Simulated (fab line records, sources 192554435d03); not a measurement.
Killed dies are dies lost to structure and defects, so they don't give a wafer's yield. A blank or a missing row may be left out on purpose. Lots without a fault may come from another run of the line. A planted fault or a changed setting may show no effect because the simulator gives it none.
Chamber matching | flow n5_finfet | N5_BEOL_M0_SAQP_STRIP_75 on rie_diel-03: 4 sister chambers
The step strips in CF4. 16 wafers are shown with their chamber, then 8 later ones without.

WAFERS WITH THEIR CHAMBER
wafer  | chamber | drypump_motor_current_A (A) | throttle_valve_pct (%) | showerhead_plenum_p_Torr (Torr)
L075.1 | 3       | 6.5                         | 13.24                  | 1.89
L075.3 | 2       | 6.3                         | 13.64                  | 1.81
L075.5 | 0       | 6.1                         | 13.48                  | 1.87
L076.1 | 0       | 6.1                         | 13.50                  | 1.87
L076.3 | 1       | 5.7                         | 13.84                  | 1.79
L076.5 | 3       | 6.6                         | 13.23                  | 1.89
L077.1 | 0       | 6.1                         | 13.49                  | 1.87
L077.3 | 2       | 6.4                         | 13.63                  | 1.81
L077.6 | 3       | 6.6                         | 13.24                  | 1.89
L081.2 | 2       | 6.4                         | 13.67                  | 1.81
L081.3 | 1       | 5.7                         | 13.85                  | 1.79
L081.5 | 2       | 6.4                         | 13.66                  | 1.81
L085.3 | 0       | 6.1                         | 13.52                  | 1.86
L085.4 | 2       | 6.4                         | 13.69                  | 1.80
L085.6 | 3       | 6.6                         | 13.28                  | 1.88
L087.1 | 1       | 5.7                         | 13.87                  | 1.79

SIGNATURES (means of the wafers above)
reading                  | chamber 0 | chamber 1 | chamber 2 | chamber 3 | scatter within a chamber
drypump_motor_current_A  | 6.100     | 5.700     | 6.380     | 6.575     | 0.0359
throttle_valve_pct       | 13.4975   | 13.8533   | 13.6580   | 13.2475   | 0.0206
showerhead_plenum_p_Torr | 1.8675    | 1.7900    | 1.8080    | 1.8875    | 0.00438
Rule: a wafer's distance from a chamber is the root of the sum, over the readings, of the square of ((its reading less the chamber's mean) divided by the reading's scatter). The wafer belongs to the nearest chamber; if the next one is less than 2 further off, it can't be placed. The scatter: the root of (the sum of the squares of (reading less its chamber's mean) over the shown wafers, divided by (wafers less chambers)).

WAFERS WITHOUT THEIR CHAMBER
wafer  | drypump_motor_current_A (A) | throttle_valve_pct (%) | showerhead_plenum_p_Torr (Torr)
L087.3 | 6.1                         | 13.53                  | 1.86
L087.6 | 6.4                         | 13.66                  | 1.80
L089.4 | 6.4                         | 13.71                  | 1.80
L089.5 | 6.1                         | 13.54                  | 1.86
L089.6 | 6.5                         | 13.31                  | 1.88
L094.1 | 6.6                         | 13.30                  | 1.88
L094.4 | 5.7                         | 13.91                  | 1.78
L094.6 | 6.4                         | 13.70                  | 1.80

WHICH CHAMBER EACH WENT THROUGH
wafer  | from the rows above | in truth
L087.3 | 0                   | 0
L087.6 | 2                   | 2
L089.4 | 2                   | 2
L089.5 | 0                   | 0
L089.6 | 3                   | 3
L094.1 | 3                   | 3
L094.4 | 1                   | 1
L094.6 | 2                   | 2
Placed correctly: 8 of 8. Can't be placed from these rows: 0. Placed wrongly: 0.
